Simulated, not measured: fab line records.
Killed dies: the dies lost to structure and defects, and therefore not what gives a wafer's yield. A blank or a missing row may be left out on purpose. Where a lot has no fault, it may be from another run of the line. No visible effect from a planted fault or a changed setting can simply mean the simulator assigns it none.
Which tool is to blame? :: flow n5 finfet :: Sampling: 8 lots, 24 wafers, 5 of 1938 route steps

== WHAT THE GAUGES READ, wafer by wafer ==
N5_BEOL_M4_RC_MEAS_101.
lot: L269
measured: day 8 04:26
on: prober-02
VT_P (mV): -252.2 -252.7 -252.2

lot: L274
measured: day 9 13:07
on: prober-02
VT_P (mV): -291.3 -292.9 -248.3

lot: L280
measured: day 10 14:14
on: prober-01
VT_P (mV): -254.4 -251.8 -254.5

lot: L281
measured: day 10 14:43
on: prober-02
VT_P (mV): -250.8 -251.6 -253.4

lot: L288
measured: day 13 07:52
on: prober-01
VT_P (mV): -252.9 -245.9 -245.7

lot: L289
measured: day 12 23:37
on: prober-02
VT_P (mV): -248.9 -249.7 -247.8

lot: L290
measured: day 13 22:59
on: prober-01
VT_P (mV): -251.2 -248.1 -249.1

lot: L291
measured: day 13 17:35
on: prober-01
VT_P (mV): -252.0 -250.3 -251.6

== WHICH TOOL RAN EACH LOT (tool, then ch and the chambers of the sampled wafers, then the start) ==
lot: L269
N5_HKMG_FIN_ETCH_55: rie diel-05 ch 0,1,2, day 4 08:12
N5_HKMG_FIN_STRIP_57: rie diel-05 ch 0,1,2, day 4 08:23
N5_HKMG_FIN_ETCH_58: rie diel-05 ch 0,1,2, day 4 08:25
N5_HKMG_FIN_PWFM_ALD_03: ald metal-04 ch 0,1,2, day 4 10:45

lot: L274
N5_HKMG_FIN_ETCH_55: rie diel-02 ch 1,2,3, day 5 15:59
N5_HKMG_FIN_STRIP_57: rie diel-02 ch 1,2,3, day 5 16:11
N5_HKMG_FIN_ETCH_58: rie diel-02 ch 1,2,3, day 5 16:12
N5_HKMG_FIN_PWFM_ALD_03: ald metal-01 ch 2,3, day 5 18:20

lot: L280
N5_HKMG_FIN_ETCH_55: rie diel-06 ch 0,1,3, day 7 00:46
N5_HKMG_FIN_STRIP_57: rie diel-06 ch 0,1,3, day 7 00:58
N5_HKMG_FIN_ETCH_58: rie diel-06 ch 0,1,3, day 7 00:59
N5_HKMG_FIN_PWFM_ALD_03: ald metal-04 ch 0,1,3, day 7 03:37

lot: L281
N5_HKMG_FIN_ETCH_55: rie diel-05 ch 0,1,3, day 7 05:22
N5_HKMG_FIN_STRIP_57: rie diel-05 ch 0,1,3, day 7 05:34
N5_HKMG_FIN_ETCH_58: rie diel-05 ch 0,1,3, day 7 05:35
N5_HKMG_FIN_PWFM_ALD_03: ald metal-04 ch 0,1,3, day 7 07:48

lot: L288
N5_HKMG_FIN_ETCH_55: rie diel-05 ch 0,2, day 9 05:22
N5_HKMG_FIN_STRIP_57: rie diel-05 ch 0,2, day 9 05:34
N5_HKMG_FIN_ETCH_58: rie diel-05 ch 0,2, day 9 05:35
N5_HKMG_FIN_PWFM_ALD_03: ald metal-04 ch 1,2,3, day 9 07:53

lot: L289
N5_HKMG_FIN_ETCH_55: rie diel-05 ch 1,3, day 9 06:45
N5_HKMG_FIN_STRIP_57: rie diel-05 ch 1,3, day 9 06:56
N5_HKMG_FIN_ETCH_58: rie diel-05 ch 1,3, day 9 06:58
N5_HKMG_FIN_PWFM_ALD_03: ald metal-01 ch 0,2,3, day 9 09:19

lot: L290
N5_HKMG_FIN_ETCH_55: rie diel-05 ch 0,1, day 9 23:11
N5_HKMG_FIN_STRIP_57: rie diel-05 ch 0,1, day 9 23:22
N5_HKMG_FIN_ETCH_58: rie diel-05 ch 0,1, day 9 23:23
N5_HKMG_FIN_PWFM_ALD_03: ald metal-04 ch 0,1,2, day 10 01:33

lot: L291
N5_HKMG_FIN_ETCH_55: rie diel-02 ch 0,2,3, day 10 01:36
N5_HKMG_FIN_STRIP_57: rie diel-02 ch 0,2,3, day 10 01:47
N5_HKMG_FIN_ETCH_58: rie diel-02 ch 0,2,3, day 10 01:49
N5_HKMG_FIN_PWFM_ALD_03: ald metal-01 ch 1,2,3, day 10 03:58
- N5_HKMG_FIN_ETCH_55: etches SOC in N2/H2, target depth 240 nm, time 300 s.
- N5_HKMG_FIN_STRIP_57: strips in CF4.
- N5_HKMG_FIN_ETCH_58: etches SOC in N2/H2, target depth 215.8 nm, time 741 s.
- N5_HKMG_FIN_PWFM_ALD_03: deposits TiN, target thk 2 nm, pulse time 1 s, purge time 3 s.

== THE ANSWER, worked out from the rows above alone ==
Rule: what is usual is taken from the lots themselves. The widest of any qualifying gaps counts: lots, ordered by their means at a reading, are off when they make up no more than a third of the lots, leave a main group of 4 or more, and stand apart from it by 3 or more times the standard deviation of that group's means. A main group whose means are all the same, to the digits that the tables above print for the reading, isn't used. A lot without any number at a reading at which 4 lots or more have one is off too. Any other lot the step has rows for is counted as sound.
Off: at N5_BEOL_M4_RC_MEAS_101 (VT_P), L274. The main group: mean -250.8 mV, standard deviation 1.9.
A tool fits if, at a process step before that reading, it ran every lot that is off, and no sound lot after the first of them. The gauges at N5_BEOL_M4_RC_MEAS_101 are tried like those tools. None of those tried fits.

== WHAT HAD BEEN PUT IN BY THE SIMULATOR ==
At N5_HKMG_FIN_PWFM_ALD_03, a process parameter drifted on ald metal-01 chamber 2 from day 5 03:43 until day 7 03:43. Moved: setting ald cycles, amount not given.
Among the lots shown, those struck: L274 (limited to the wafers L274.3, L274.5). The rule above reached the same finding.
